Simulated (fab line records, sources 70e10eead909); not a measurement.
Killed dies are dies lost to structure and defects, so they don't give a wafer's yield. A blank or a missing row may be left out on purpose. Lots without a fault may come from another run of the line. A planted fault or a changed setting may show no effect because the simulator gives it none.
A struck lot beside a sound one | flow nand_harc | 13 steps out of a route of 1302
Sound: wafers L837.1, L837.4, L837.5. Struck: wafers L843.1, L843.3, L843.5. The cause comes at the end.
At each step with rows: each side's tool, then ch and its chambers, then its first start. Under that, the readings that differ: sound wafers | struck wafers | difference of the means | sigmas: that difference in standard deviations of wafers without a fault.
alike: readings whose means differ by less than 2 such deviations, and words and numbers that are the same on both sides. not compared: withheld readings, readings that some wafer has no value for, bounds like >300 that may hide the same value, and numbers for which the record gives no deviation and whose values overlap.
The two part at a step that has a row with sigmas, a row that says differs or no value, or rows on one side only. Numbers that don't overlap but have no deviation are shown without sigmas and don't part them. A reading that every wafer of one side lacks parts them only if that side has two wafers or more.

NHARC_A_WL_FILL_ALD_02: deposits TiN, target thk 2 nm, pulse time 3 s, ald cycles 100.
  sound on ald_metal-03 ch 2,3, day 21 00:20; struck on ald_metal-03 ch 1,2,3, day 24 14:01
  alike: heater_power_w, precursor_pulse_height_rel
NHARC_A_WL_FILL_CVD_03: deposits W, target thk 40 nm, time 279 s.
  sound on cvd_w-01 ch 0,1, day 21 01:03; struck on cvd_w-02 ch 0,1, day 24 14:26
  alike: heater_power_w, throttle_valve_pct
NHARC_A_WL_FILL_ETCHBACK_04: etches the open film in NF3, target depth 60 nm, time 120 s.
  sound on rie_metal-03 ch 0,1, day 21 01:27; struck on rie_metal-03 ch 0,1, day 24 14:45
  alike: drypump_motor_current_A, oes_product_au, run_length_s
  not compared: rf_hours_counter_h
NHARC_A_WL_FILL_ETCHBACK_05: etches the open film in Cl2/BCl3, target depth 22 nm, time 60 s.
  sound on rie_metal-03 ch 0,1, day 21 01:42; struck on rie_metal-03 ch 1, day 24 15:00
  alike: drypump_motor_current_A, oes_product_au, run_length_s
  not compared: rf_hours_counter_h
NHARC_A_WL_FILL_STRIP_27: strips in N2/H2, time 20 s.
  sound on plasma_asher-01 ch 0,1, day 21 01:51; struck on plasma_asher-02 ch 0,1, day 24 15:10
  alike: drypump_motor_current_A, heater_power_w
  not compared: rf_hours_counter_h
then, 5 steps without rows for these wafers: NHARC_A_WL_FILL_STRIP_28 (strips in post etch residue remover, time 1200 s); NHARC_A_WL_FILL_PRECLEAN_06 (cleans in DIW, time 300 s); NHARC_A_WL_FILL_SRD_07; NHARC_A_WL_FILL_ANNEAL_08 (time 1800 s); NHARC_A_WL_FILL_ALD_10 (deposits SiO2, target thk 50 nm, pulse time 10 s, ald cycles 500).
NHARC_A_WL_FILL_ETCHBACK_16: etches the open film in C4F8/O2/Ar, target depth 120 nm, time 24 s.
  sound on rie_diel-03 ch 0,2, day 21 12:07; struck on rie_diel-03 ch 1,3, day 25 04:05
  reading               | sound          | struck         | difference | sigmas
  oes_product_au (a.u.) | 0.92 0.92 0.92 | 0.99 1.01 1.00 | +0.08      | +2
  run_length_s (s)      | 44.6 45.2 44.6 | 26.6 25.9 25.7 | -18.7      | -43
  alike: rf_vpp_V
  not compared: rf_hours_counter_h
then, 1 step without rows for these wafers: NHARC_A_WL_FILL_STRIP_29 (strips in O2, time 20 s).
-- the record jumps here: 3 days lie between the struck wafers' starts before and after (it left off in module A_WL_FILL and takes up again in module END, whose first step shown is number 1302 of the route) --
NHARC_END_SORT_01:
  the record has rows for the struck wafers here (prober-01 ch 0, day 28 14:55) and none for the sound ones

WHERE THEY PART
First at NHARC_A_WL_FILL_ETCHBACK_16; last, within this record, at NHARC_END_SORT_01.

WHY: what the simulator had put in
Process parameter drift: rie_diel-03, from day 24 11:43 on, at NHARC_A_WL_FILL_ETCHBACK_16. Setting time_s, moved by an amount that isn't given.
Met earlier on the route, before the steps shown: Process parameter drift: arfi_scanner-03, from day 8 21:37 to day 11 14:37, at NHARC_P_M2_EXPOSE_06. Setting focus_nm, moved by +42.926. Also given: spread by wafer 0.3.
